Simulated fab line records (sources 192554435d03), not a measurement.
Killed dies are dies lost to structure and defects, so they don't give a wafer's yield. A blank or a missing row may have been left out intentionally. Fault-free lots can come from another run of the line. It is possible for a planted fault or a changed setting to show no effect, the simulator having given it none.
Matching of chambers	flow n5_finfet	N5_HKMG_FIN_STRIP_93 on rie_diel-03: 4 sister chambers
The step strips SOC in N2/H2, time 20 s. 18 wafers are shown with their chamber, then 9 later ones without.

## WAFERS, EACH WITH ITS CHAMBER
wafer	chamber	drypump_motor_current_A (A)	throttle_valve_pct (%)	oes_product_au (a.u.)
L074.1	0	5.8	19.50	0.77
L074.2	2	5.8	19.56	0.69
L074.5	0	5.7	19.49	0.77
L075.1	1	5.5	19.66	0.71
L075.5	1	5.4	19.66	0.72
L075.6	0	5.8	19.51	0.77
L078.1	0	5.7	19.51	0.76
L078.5	1	5.5	19.64	0.71
L078.6	0	5.7	19.52	0.77
L079.1	0	5.7	19.53	0.76
L079.4	0	5.7	19.54	0.76
L079.5	1	5.5	19.67	0.71
L088.4	3	5.3	18.95	0.72
L088.5	2	5.8	19.17	0.94
L088.6	3	5.3	18.94	0.72
L091.2	3	5.3	18.97	0.71
L091.4	2	5.8	19.18	0.94
L091.5	3	5.3	18.97	0.70

SIGNATURES, as means of the wafers listed above
reading	chamber 0	chamber 1	chamber 2	chamber 3	scatter within a chamber
drypump_motor_current_A	5.729	5.475	5.800	5.300	0.0394
throttle_valve_pct	19.5143	19.6575	19.3033	18.9575	0.0853
oes_product_au	0.7657	0.7125	0.8567	0.7125	0.0549
Rule: a wafer lies at a distance from a chamber equal to the root of the sum of squares, over the readings, of (its reading less the chamber's mean, divided by the reading's scatter). If the next closest chamber is less than 2 further off than the closest, the wafer can't be placed; otherwise it belongs to the closest. The scatter: take each reading less its chamber's mean, square it, sum over the shown wafers, divide by the number of wafers less the number of chambers, and take the root.

## WAFERS WITHOUT THEIR CHAMBER
wafer	drypump_motor_current_A (A)	throttle_valve_pct (%)	oes_product_au (a.u.)
L093.1	5.7	19.57	0.74
L093.4	5.9	19.18	0.92
L093.5	5.8	19.19	0.92
L094.1	5.8	19.18	0.91
L094.2	5.3	18.98	0.69
L094.4	5.7	19.57	0.73
L097.1	5.7	19.60	0.73
L097.2	5.8	19.20	0.90
L097.6	5.8	19.20	0.89

## EACH ONE'S CHAMBER
wafer	from the rows above	in truth
L093.1	0	0
L093.4	2	2
L093.5	2	2
L094.1	2	2
L094.2	3	3
L094.4	0	0
L097.1	0	0
L097.2	2	2
L097.6	2	2
Placed correctly: 9 of 9. Can't be placed from these rows: 0. 0 placed wrongly.
